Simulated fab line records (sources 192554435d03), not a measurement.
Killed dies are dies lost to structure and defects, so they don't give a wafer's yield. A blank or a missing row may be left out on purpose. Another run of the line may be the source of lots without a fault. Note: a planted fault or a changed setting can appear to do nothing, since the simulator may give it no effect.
Split-lot trial ; flow n5Finfet ; 21 wafers read across 7 lots, on a route 1938 steps long

## THE SPLIT
At N5_BEOL_M6_COAT_22 (resist thk 30 nm), the setting spinRpm was moved away from the recipe's 1500 rpm on 8 of the 21 wafers read, by -10.7% to +10.6%. This setting was run at the recipe's value on the other wafers.

The split's own step is where the reading is taken.

## THE READING
CAR-EUV_of_BEOL_M6_COAT_22.thkNm (the simulator's own value, which no gauge read), in nm, at N5_BEOL_M6_COAT_22 (resist thk 30 nm). The file does not state a usual value for it. The 13 wafers here that ran the recipe average 30.0 nm, standard deviation 0.053 nm.

wafer;tool, chamber at the split;spinRpm as run, rpm;against the recipe;CAR-EUV_of_BEOL_M6_COAT_22.thkNm, nm;against lot-mates on the recipe
L075.1;lithoTrack-02, 0;1659;+10.6%;28.4;-1.4
L075.4;lithoTrack-02, 0;1659;+10.6%;28.4;-1.4
L075.5;lithoTrack-02, 0;1500;recipe;29.8;-
L080.3;lithoTrack-01, 0;1500;recipe;30;-
L080.6;lithoTrack-01, 0;1500;recipe;30;-
L080.4;lithoTrack-01, 0;1372;-8.5%;31.4;+1.4
L085.4;lithoTrack-02, 0;1500;recipe;30;-
L085.5;lithoTrack-02, 0;1339;-10.7%;31.8;+1.8
L085.6;lithoTrack-02, 0;1339;-10.7%;31.8;+1.8
L083.3;lithoTrack-02, 0;1500;recipe;30;-
L083.5;lithoTrack-02, 0;1500;recipe;30;-
L083.6;lithoTrack-02, 0;1500;recipe;30;-
L084.1;lithoTrack-04, 0;1500;recipe;30;-
L084.2;lithoTrack-04, 0;1500;recipe;30;-
L084.5;lithoTrack-04, 0;1500;recipe;30;-
L090.2;lithoTrack-02, 0;1351;-9.9%;31.6;+1.6
L090.3;lithoTrack-02, 0;1351;-9.9%;31.6;+1.6
L090.6;lithoTrack-02, 0;1500;recipe;30;-
L092.1;lithoTrack-01, 0;1388;-7.5%;31.2;+1.2
L092.2;lithoTrack-01, 0;1500;recipe;30;-
L092.4;lithoTrack-01, 0;1500;recipe;30;-

THE FIT
A straight line over all 21 wafers: CAR-EUV_of_BEOL_M6_COAT_22.thkNm changes by -0.16 nm for each +1% of spinRpm; r = -1.00; the points scatter about the line by 0.061 nm.
The same after taking each lot's own level away (the mean of its wafers on the recipe; 21 wafers): -0.153 nm for each +1%; r = -1.00; scatter 0.079 nm.
Per that fit: largest spinRpm move, reading shift of 1.6 nm.
Measured against the standard deviation above, the lots' own levels, which go from 29.80 to 30.00 nm, span 3.8 times it.
The two slopes agree, so the slope changes little with the lot-to-lot level.
Check: +1.67 nm against its lot-mates is what the line predicts for one of the wafers moved furthest among these (-10.7%) when that wafer is left out of the fit. Against them it came out at +1.8 nm.

## THESE WAFERS: OTHER SPLITS
These wafers also went through other splits before the reading. Each is held against what the fit with the lots' levels taken away leaves over:
other split on the same wafers;wafers away from the commonest value;r with CAR-EUV_of_BEOL_M6_COAT_22.thkNm (lot level and that fit taken away)
N5_BEOL_M5_EXPOSE_08 doseMj;5;-0.26

## THE FILE'S OWN FIT
CAR-EUV_of_BEOL_M6_COAT_22.thkNm changes by -0.156 nm for each +1% of spinRpm, r = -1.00.
